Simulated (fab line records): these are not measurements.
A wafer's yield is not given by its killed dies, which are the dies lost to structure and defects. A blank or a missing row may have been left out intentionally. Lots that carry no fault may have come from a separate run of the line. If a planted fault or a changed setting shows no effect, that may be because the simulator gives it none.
fab line records	flow nand_harc
record: lots: 11	wafers: 33	last_day: 34
route steps=1302 shown A_STAIRCASE@773 END@1302
lots that met no fault: taken from a fault-free run of the same line
start_h: hours from the record's first day to the start of the lot's first wafer shown	wait_h: how many hours have passed since the lot's step before this one	" the same as in the row above	L1.1+2: a row that stands for several wafers	- no value present, or no start provided	* or withheld: withheld	< > ~ a bound
route shown NAME@n: a module of which the file shows steps, and the number in the route of the first	usual: mean and standard deviation over wafers with no fault	same: alike in all rows	chamber/n: place in a boat	sites: the reading at each site	_std_site: the values' standard deviation	_edge_site: mean of outer sites minus mean of inner sites	radius_mm: how far each site lies from the wafer's centre	mask NAME#n: copy n	behind: the most recent tool/chamber to have shaped the wafer	hold: why the lot was held/for how many hours/how that ended	device: the n, p or np transistor that did not switch	end of line: the route-end tests of the same wafers	a step with no rows: only its recipe	killed: the dies lost at the first sort to structure and to defects; this is not the yield of the wafer	map: dies across one wafer; x = killed, . = not, _ = none there
set.NAME: the run value of the setting; set.NAME@STEP: its run value at that earlier step	model.NAME: the simulator's own value behind a step, which no gauge read
steps of the route over a sample of lots; a table a step, a row a wafer
services: from which hour (start_h, from the record's first day; less than 0 if before it) a tool's chamber was out of use, for how many hours, and why
== steps ==
step: NHARC_A_STAIRCASE_DEP_259
recipe: target_thk_a: 300	target_thk_nm: 30	temp_c: 400	pressure_torr: 3.5	flow_sccm: 200	rf_w: 350	material: SiON
usual: heater_power_w: 795/73	rf_fwd_power_W: 348.3/1.3
lot.wafer	tool	chamber	start_h	wait_h	heater_power_w	rf_fwd_power_W	since_wet_clean_h
L576.3	pecvd-01	0	374.85	0.9	712	349.8	51
L576.1	"	1	"	"	793	348.8	51
L576.2	"	2	"	"	946	347.7	51
L578.3	pecvd-03	2	384.72	1.0	889	348.9	6
L578.6	"	0	"	"	730	346.7	-
L578.5	"	2	"	"	884	349.2	-
L579.2	pecvd-04	1	396.13	1.3	927	350.5	114
L579.1	"	2	"	"	830	349.4	114
L579.3	"	0	"	"	767	348.0	114
L584.2	pecvd-04	1	442.62	1.3	871	349.7	161
L584.5	"	2	"	"	832	348.9	-
L584.6	"	0	"	"	647	350.2	-
L586.2	pecvd-01	0	471.86	1.3	734	348.2	148
L586.6	"	2	"	"	914	345.6	-
L586.4	"	0	"	"	748	347.0	-
L585.2	pecvd-03	0	472.19	1.3	813	348.4	93
L585.4	"	0	"	"	818	347.9	-
L585.5	"	2	"	"	825	347.9	-
L588.2	pecvd-03	1	500.01	1.5	854	348.2	121
L588.3	"	2	"	"	846	348.1	121
L588.5	"	2	"	"	871	349.4	-
L589.3	pecvd-03	1	502.10	1.0	766	349.7	123
L589.2	"	2	"	"	932	349.4	123
L589.4	"	1	"	"	757	349.2	-
L592.3	pecvd-03	2	526.17	1.0	892	350.3	147
L592.2	"	0	"	"	745	345.8	147
L592.6	"	1	"	"	808	349.6	-
L593.1	pecvd-01	0	548.10	2.0	712	348.2	43
L593.3	"	1	"	"	790	346.2	43
L593.4	"	1	"	"	804	348.2	-
L599.1	pecvd-01	0	599.81	1.6	686	346.9	95
L599.4	"	1	"	"	686	348.9	-
L599.5	"	2	"	"	795	348.3	-
step: NHARC_A_STAIRCASE_EXPOSE_286
recipe: na: 0.5	dose_mj: 25.01	mask_id: CHOP_100
usual: exposure_dose_mJ_cm2: 25.012/0.023	reticle_temp_C: 22.99/0.1
lot.wafer	tool	chamber	start_h	wait_h	mask	exposure_dose_mJ_cm2	reticle_temp_C
L576.1	krf_scanner-01	0	388.52	-	CHOP_100#0	25.021	23.05
L576.2	"	0	"	"	CHOP_100#0	25.012	23.02
L576.3	"	0	"	"	CHOP_100#0	25.009	22.89
L578.3	krf_scanner-01	0	391.88	-	CHOP_100#0	25.022	23.06
L578.5	"	0	"	"	CHOP_100#0	24.983	22.95
L578.6	"	0	"	"	CHOP_100#0	25.011	22.94
L579.1	krf_scanner-04	0	402.63	-	CHOP_100#0	25.054	23.06
L579.2	"	0	"	"	CHOP_100#0	25.024	23.09
L579.3	"	0	"	"	CHOP_100#0	25.018	23.13
L584.2	krf_scanner-01	0	448.89	-	CHOP_100#0	17.844	22.92
L584.5	"	0	"	"	CHOP_100#0	17.861	22.96
L584.6	"	0	"	"	CHOP_100#0	17.869	22.96
L586.2	krf_scanner-01	0	478.91	-	CHOP_100#0	17.855	22.99
L586.4	"	0	"	"	CHOP_100#0	17.838	22.90
L586.6	"	0	"	"	CHOP_100#0	17.815	22.85
L585.2	krf_scanner-02	0	479.39	-	CHOP_100#0	25.010	22.80
L585.4	"	0	"	"	CHOP_100#0	24.997	23.03
L585.5	"	0	"	"	CHOP_100#0	25.050	23.03
L588.2	krf_scanner-04	0	507.72	-	CHOP_100#0	25.037	23.15
L588.3	"	0	"	"	CHOP_100#0	25.025	23.05
L588.5	"	0	"	"	CHOP_100#0	25.025	23.02
L589.2	krf_scanner-01	0	510.21	-	CHOP_100#0	17.837	23.02
L589.3	"	0	"	"	CHOP_100#0	17.806	22.90
L589.4	"	0	"	"	CHOP_100#0	17.812	23.11
L592.2	krf_scanner-04	0	533.38	-	CHOP_100#0	25.011	23.07
L592.3	"	0	"	"	CHOP_100#0	24.993	23.13
L592.6	"	0	"	"	CHOP_100#0	25.029	23.14
L593.1	krf_scanner-02	0	555.09	-	CHOP_100#0	24.997	22.80
L593.3	"	0	"	"	CHOP_100#0	25.016	23.00
L593.4	"	0	"	"	CHOP_100#0	24.990	22.90
L599.1	krf_scanner-02	0	606.19	-	CHOP_100#0	25.044	23.07
L599.4	"	0	"	"	CHOP_100#0	25.026	22.95
L599.5	"	0	"	"	CHOP_100#0	25.057	23.14
step: NHARC_A_STAIRCASE_DESCUM_291
recipe: time_s: 3	o2_flow_sccm: 200	ar_flow_sccm: 0	bias_power_w: 0	chemistry: O2
usual: drypump_motor_current_A: 6.1/0.34	oes_product_au: 1.001/0.0081	rf_vpp_V: 57.9/0.87	showerhead_plenum_p_Torr: 1.95/0.091	throttle_valve_pct: 11.310/0.0079
lot.wafer	tool	chamber	start_h	wait_h	drypump_motor_current_A	oes_product_au	rf_hours_counter_h	rf_vpp_V	showerhead_plenum_p_Torr	throttle_valve_pct
L576.2	rie_diel-06	3	388.89	-	6.5	0.990	23	57.6	2.03	11.303
L576.1	"	0	"	"	6.0	1.007	28	57.4	1.90	11.300
L576.3	"	1	"	"	6.4	0.988	26	60.3	2.07	11.309
L578.3	rie_diel-01	2	392.29	-	6.1	0.992	0	57.5	2.08	11.318
L578.5	"	0	"	"	5.6	1.006	-	57.5	1.84	11.300
L578.6	"	1	"	"	5.4	0.987	-	59.7	1.87	11.310
L579.3	rie_diel-04	2	403.00	-	6.3	1.000	14	57.3	1.97	11.300
L579.1	"	3	"	"	5.5	1.001	13	59.0	2.07	11.316
L579.2	"	0	"	"	6.2	0.997	11	56.2	1.82	11.308
L584.2	rie_diel-06	1	449.26	-	6.4	1.000	44	57.7	2.06	11.310
L584.6	"	1	"	"	6.4	1.007	-	58.7	2.06	11.309
L584.5	"	2	"	"	6.5	1.013	-	57.8	1.95	11.310
L586.4	rie_diel-01	3	479.28	-	5.9	0.990	26	57.6	2.05	11.309
L586.2	"	1	"	"	5.4	1.004	33	57.3	1.86	11.306
L586.6	"	3	"	"	5.9	1.007	-	59.9	2.05	11.301
L585.2	rie_diel-04	0	479.77	-	6.2	0.997	31	56.2	1.81	11.307
L585.4	"	1	"	"	6.3	0.993	38	57.6	1.84	11.308
L585.5	"	3	"	"	5.4	0.996	-	58.4	2.07	11.310
L588.3	rie_diel-01	3	508.09	-	5.9	0.996	42	57.2	2.04	11.305
L588.2	"	0	"	"	5.7	1.010	46	57.4	1.83	11.311
L588.5	"	0	"	"	5.7	1.021	-	57.7	1.83	11.323
L589.4	rie_diel-06	2	510.58	-	6.4	1.002	6	56.7	1.94	11.310
L589.3	"	0	"	"	6.0	1.000	6	57.9	1.89	11.314
L589.2	"	1	"	"	6.4	1.002	5	59.0	2.06	11.312
L592.2	rie_diel-01	3	533.75	-	5.9	1.008	51	59.0	2.04	11.302
L592.3	"	2	"	"	6.1	1.011	57	58.7	2.06	11.317
L592.6	"	3	"	"	6.0	0.998	-	57.9	2.04	11.310
L593.4	rie_diel-06	2	555.47	-	6.4	1.010	19	58.3	1.94	11.308
L593.1	"	3	"	"	6.5	0.987	13	58.1	2.02	11.315
L593.3	"	0	"	"	6.0	1.009	22	58.1	1.88	11.311
L599.4	rie_diel-06	1	606.58	-	6.4	0.994	38	58.2	2.05	11.284
L599.1	"	2	"	"	6.4	1.004	36	56.7	1.94	11.321
L599.5	"	3	"	"	6.5	0.994	-	58.9	2.01	11.328
step: NHARC_A_STAIRCASE_ETCH_452
recipe: target_depth_a: 300	overetch_a: 30	time_s: 16.5	ion_energy_ev: 100	cf4_flow_sccm: 80	o2_flow_sccm: 20	ar_flow_sccm: 0	rf_w: 300	bias_w: 100	chemistry: CF4/O2
usual: drypump_motor_current_A: 6.1/0.34	oes_product_au: 1.002/0.0072	rf_fwd_power_W: 294.2/1.2	rf_vpp_V: 198.4/1.6	showerhead_plenum_p_Torr: 1.36/0.063	throttle_valve_pct: 13.397/0.0092
lot.wafer	tool	chamber	start_h	wait_h	drypump_motor_current_A	oes_product_au	rf_fwd_power_W	rf_hours_counter_h	rf_vpp_V	showerhead_plenum_p_Torr	throttle_valve_pct
L576.3	rie_diel-06	1	-	-	6.4	0.993	294.7	26	200.5	1.44	13.395
L576.2	"	2	"	"	6.5	1.009	294.6	19	196.8	1.36	13.405
L576.1	"	3	"	"	6.5	0.997	293.1	23	198.4	1.42	13.400
L578.3	rie_diel-01	2	-	-	6.1	0.993	292.9	0	198.9	1.45	13.400
L578.6	"	2	"	"	6.1	1.000	293.6	-	201.3	1.45	13.389
L578.5	"	3	"	"	5.9	1.001	292.7	-	200.3	1.43	13.407
L579.2	rie_diel-04	3	-	-	5.5	1.007	296.5	13	200.0	1.44	13.397
L579.1	"	0	"	"	6.2	1.003	294.7	12	195.0	1.27	13.392
L579.3	"	1	"	"	6.3	1.012	295.4	13	198.6	1.29	13.391
L584.2	rie_diel-06	1	-	-	6.4	1.003	293.9	44	201.5	1.44	13.376
L584.5	"	1	"	"	6.4	1.004	294.0	-	200.0	1.44	13.401
L584.6	"	2	"	"	6.5	1.009	293.1	-	198.4	1.36	13.398
L586.4	rie_diel-01	0	-	-	5.7	0.994	295.7	32	196.1	1.28	13.392
L586.2	"	1	"	"	5.4	1.000	296.0	33	198.3	1.30	13.380
L586.6	"	1	"	"	5.4	1.011	295.5	-	198.1	1.30	13.406
L585.2	rie_diel-04	1	-	-	6.3	1.004	294.8	38	197.5	1.29	13.395
L585.4	"	0	"	"	6.2	0.994	292.7	31	195.7	1.27	13.398
L585.5	"	1	"	"	6.3	0.997	296.3	-	196.0	1.29	13.395
L588.3	rie_diel-01	2	-	-	6.1	1.006	293.1	47	200.2	1.43	13.404
L588.2	"	0	"	"	5.6	1.010	292.2	46	196.7	1.28	13.405
L588.5	"	3	"	"	5.9	1.006	292.8	-	200.3	1.42	13.388
L589.4	rie_diel-06	3	-	-	6.5	1.000	293.2	7	198.3	1.41	13.398
L589.3	"	0	"	"	6.0	1.002	296.7	6	196.7	1.32	13.395
L589.2	"	2	"	"	6.4	1.005	293.3	6	197.5	1.36	13.409
L592.3	rie_diel-01	3	-	-	5.9	0.998	292.7	51	199.0	1.42	13.393
L592.2	"	2	"	"	6.1	1.017	292.3	57	200.3	1.43	13.388
L592.6	"	0	"	"	5.6	1.010	292.8	-	196.6	1.28	13.399
L593.1	rie_diel-06	1	-	-	6.4	1.000	293.6	21	200.0	1.43	13.395
L593.4	"	2	"	"	6.4	0.996	294.4	19	199.4	1.35	13.396
L593.3	"	0	"	"	6.0	0.997	294.5	22	198.5	1.31	13.405
L599.4	rie_diel-06	3	-	-	6.5	0.989	293.6	30	198.0	1.40	13.409
L599.1	"	0	"	"	6.0	0.990	294.8	40	197.4	1.31	13.402
L599.5	"	2	"	"	6.5	0.995	294.5	-	199.1	1.35	13.406
step: NHARC_END_SORT_01
recipe: temp_c: 25
usual: killed_at_array: 52/17	killed_at_other: 0.8/1.1	killed_at_periphery: 3.2/2.2	killed_dies: 57/17	killed_open: 3.4/1.8	killed_short: 2.4/1.6
same: gross_dies: 677
lot.wafer	tool	chamber	start_h	wait_h	killed_at_array	killed_at_other	killed_at_periphery	killed_dies	killed_open	killed_short
L579.1	prober-01	0	585.80	2.5	44	0	0	44	3	2
L579.2	prober-01	0	586.60	2.8	38	0	3	41	4	2
L579.3	prober-01	0	587.40	3.1	43	0	1	44	2	5
L584.2	prober-01	0	637.84	2.8	75	0	0	75	3	3
L584.5	prober-01	0	640.19	3.6	70	0	2	72	5	3
L584.6	prober-01	0	640.98	3.9	72	1	1	74	1	2
L586.2	prober-02	0	656.48	2.8	15	0	2	17	2	1
L586.4	prober-02	0	658.08	3.4	24	1	4	29	6	0
L586.6	prober-02	0	659.67	4.0	24	2	1	27	1	1
L589.2	prober-01	0	688.70	2.8	41	1	0	42	2	0
L589.3	prober-01	0	689.50	3.1	60	1	2	63	0	7
L589.4	prober-01	0	690.29	3.4	35	0	0	35	4	0
L593.1	prober-01	0	742.24	2.5	62	0	4	66	3	1
L593.3	prober-01	0	743.83	3.1	64	0	3	67	6	1
L593.4	prober-01	0	744.63	3.4	64	1	7	72	4	2
killed by level:class
L579.1 A_CHANNEL_HOLE_D2:chamber_film_flake=29 A_CHANNEL_HOLE_D1:chamber_film_flake=3 A_CHANNEL_FILL_D2:chamber_film_flake=3 A_ONON_D1:geometric_particle:open=1 A_ONON_D2:geometric_particle:short=1 A_CHANNEL_FILL_D2:geometric_particle:open=1 A_CONTACT:geometric_particle:short=1 A_M0:geometric_particle:open=1
L579.2 A_CHANNEL_HOLE_D2:chamber_film_flake=25 A_DECK1_JOINT:chamber_film_flake=3 A_WL_FILL:geometric_particle:short=2 P_ZERO_WELL:chamber_film_flake=2 A_CONTACT:chamber_film_flake=2 P_M0:geometric_particle:open=1 A_ONON_D1:geometric_particle:open=1 A_CHANNEL_FILL_D1:geometric_particle:open=1
L579.3 A_CHANNEL_HOLE_D2:chamber_film_flake=30 A_CHANNEL_FILL_D2:chamber_film_flake=3 A_CONTACT:chamber_film_flake=3 A_CHANNEL_HOLE_D1:geometric_particle:short=2 P_M0:geometric_particle:short=1 A_CHANNEL_HOLE_D1:geometric_particle:open=1 A_WL_FILL:geometric_particle:short=1 A_M0:geometric_particle:open=1
L584.2 A_SLIT:chamber_film_flake=29 A_CHANNEL_HOLE_D1:chamber_film_flake=24 A_CHANNEL_HOLE_D2:chamber_film_flake=11 A_DECK1_JOINT:geometric_particle:short=2 A_CHANNEL_FILL_D1:chamber_film_flake=2 A_CONTACT:chamber_film_flake=2 A_ONON_D1:geometric_particle:short=1 A_SGD_CUT:geometric_particle:open=1
L584.5 A_SLIT:chamber_film_flake=24 A_CHANNEL_HOLE_D1:chamber_film_flake=21 A_CHANNEL_HOLE_D2:chamber_film_flake=9 A_DECK1_JOINT:chamber_film_flake=4 A_WL_FILL:chamber_film_flake=2 P_CONTACT:geometric_particle:open=1 A_ONON_D1:geometric_particle:short=1 A_CHANNEL_FILL_D1:geometric_particle:open=1
L584.6 A_CHANNEL_HOLE_D1:chamber_film_flake=31 A_SLIT:chamber_film_flake=26 A_CHANNEL_HOLE_D2:chamber_film_flake=6 A_DECK1_JOINT:chamber_film_flake=2 A_WL_FILL:chamber_film_flake=2 A_CHANNEL_FILL_D2:geometric_particle:open=1 A_M0:geometric_particle:short=1 P_GATE:chamber_film_flake=1
L586.2 A_CONTACT:chamber_film_flake=8 A_CHANNEL_HOLE_D1:chamber_film_flake=2 P_M2:geometric_particle:open=1 A_CHANNEL_FILL_D1:geometric_particle:short=1 A_CHANNEL_FILL_D2:geometric_particle:open=1 P_STI:chamber_film_flake=1 A_CHANNEL_HOLE_D2:unspecified=1 A_CHANNEL_FILL_D2:chamber_film_flake=1
L586.4 A_CHANNEL_HOLE_D1:chamber_film_flake=5 A_CONTACT:chamber_film_flake=5 A_SLIT:chamber_film_flake=3 A_WL_FILL:geometric_particle:open=2 A_CHANNEL_HOLE_D2:unspecified=2 A_CHANNEL_HOLE_D2:chamber_film_flake=2 A_CHANNEL_FILL_D2:chamber_film_flake=2 P_M2:geometric_particle:open=1
L586.6 A_CHANNEL_HOLE_D1:chamber_film_flake=6 A_CONTACT:chamber_film_flake=5 A_CHANNEL_HOLE_D2:unspecified=4 A_ZERO_WELL:chamber_film_flake=2 A_SLIT:chamber_film_flake=2 THIN_TSV:chamber_film_flake=2 A_SGD_CUT:geometric_particle:short=1 A_M0:geometric_particle:open=1
L589.2 A_CHANNEL_HOLE_D1:chamber_film_flake=20 A_STAIRCASE:chamber_film_flake=7 A_CONTACT:chamber_film_flake=5 A_SLIT:chamber_film_flake=4 A_ZERO_WELL:chamber_film_flake=2 A_ONON_D1:geometric_particle:open=1 A_CHANNEL_FILL_D1:geometric_particle:open=1 A_WL_FILL:chamber_film_flake=1
L589.3 A_CHANNEL_HOLE_D1:chamber_film_flake=37 A_CONTACT:chamber_film_flake=4 A_STAIRCASE:chamber_film_flake=4 A_BLC:chamber_film_flake=3 A_CHANNEL_FILL_D2:geometric_particle:short=2 A_SLIT:chamber_film_flake=2 A_WL_FILL:chamber_film_flake=2 A_ONON_D1:geometric_particle:short=1
L589.4 A_CHANNEL_HOLE_D1:chamber_film_flake=23 A_STAIRCASE:chamber_film_flake=2 A_CONTACT:chamber_film_flake=2 A_ONON_D1:geometric_particle:open=1 A_ONON_D2:geometric_particle:open=1 A_WL_FILL:geometric_particle:open=1 A_M0:geometric_particle:open=1 A_ZERO_WELL:chamber_film_flake=1
L593.1 A_CHANNEL_HOLE_D1:chamber_film_flake=25 A_CHANNEL_HOLE_D2:chamber_film_flake=21 A_SLIT:chamber_film_flake=7 P_ZERO_WELL:chamber_film_flake=3 A_STAIRCASE:chamber_film_flake=3 A_CHANNEL_HOLE_D2:geometric_particle:open=2 A_CONTACT:chamber_film_flake=2 P_CONTACT:geometric_particle:short=1
L593.3 A_CHANNEL_HOLE_D1:chamber_film_flake=29 A_CHANNEL_HOLE_D2:chamber_film_flake=23 A_SLIT:chamber_film_flake=2 A_CONTACT:chamber_film_flake=2 P_CONTACT:geometric_particle:open=1 A_ONON_D1:geometric_particle:open=1 A_DECK1_JOINT:geometric_particle:open=1 A_CHANNEL_FILL_D2:geometric_particle:open=1
L593.4 A_CHANNEL_HOLE_D1:chamber_film_flake=28 A_CHANNEL_HOLE_D2:chamber_film_flake=19 A_CONTACT:chamber_film_flake=8 P_M1:chamber_film_flake=3 A_SLIT:chamber_film_flake=3 P_GATE:chamber_film_flake=2 P_GATE:geometric_particle:open=1 P_M0:geometric_particle:open=1
== services ==
tool	chamber	start_h	hours	kind
krf_scanner-04	-	354.00	4.0	pm
rie_diel-04	-	355.24	9.0	pm
krf_scanner-02	-	361.44	0.8	repair
pecvd-03	0	363.25	18.7	repair
pecvd-03	-	366.19	13.0	pm
krf_scanner-04	-	375.26	2.2	repair
rie_diel-01	-	380.83	9.0	pm
rie_diel-01	0	411.25	2.8	repair
rie_diel-01	3	435.56	7.4	repair
krf_scanner-02	-	438.00	4.0	pm
rie_diel-04	-	475.32	1.2	repair
krf_scanner-01	-	484.00	4.0	pm
rie_diel-06	-	484.64	9.0	pm
pecvd-01	-	492.00	13.0	pm
rie_diel-01	1	507.78	6.3	repair
rie_diel-01	-	523.00	1.1	repair
rie_diel-04	2	529.53	12.9	repair
rie_diel-04	-	532.24	9.0	pm
rie_diel-06	3	532.99	20.9	repair
pecvd-03	-	547.19	13.0	pm
rie_diel-01	-	560.45	9.0	pm
pecvd-03	2	585.82	4.0	repair
rie_diel-06	-	597.62	0.4	repair
pecvd-03	0	603.76	3.6	repair
== key ==
first_sign: step: NHARC_A_STAIRCASE_EXPOSE_286	reading: exposure_dose_mJ_cm2	direction: down	sigmas: 99+	usual: 25.012	struck: 17.837
effect none on later readings
met_at NHARC_A_STAIRCASE_EXPOSE_286
struck_lots L584,L586,L589
tester_left_out L584,L586,L589
not_acting_at NHARC_A_STAIRCASE_DEP_259,NHARC_A_STAIRCASE_DESCUM_291,NHARC_A_STAIRCASE_ETCH_452
onset_between 391.88 448.89
fault: kind: process_parameter_drift	tool: krf_scanner-01	chamber: -	onset_h: 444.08	steps: NHARC_A_STAIRCASE_EXPOSE_286	channel: dose_mj	offset: -7.171	shape: step	acts_in: these_recipes_only	stated: 25.01
tester_left_out: of these lots the tester's yield and bins aren't shown, on N5 and GAA mostly nor the transistor test; their killed dies are dies lost to structure and defects alone, not to doping, threshold or leakage, so they don't give the yield
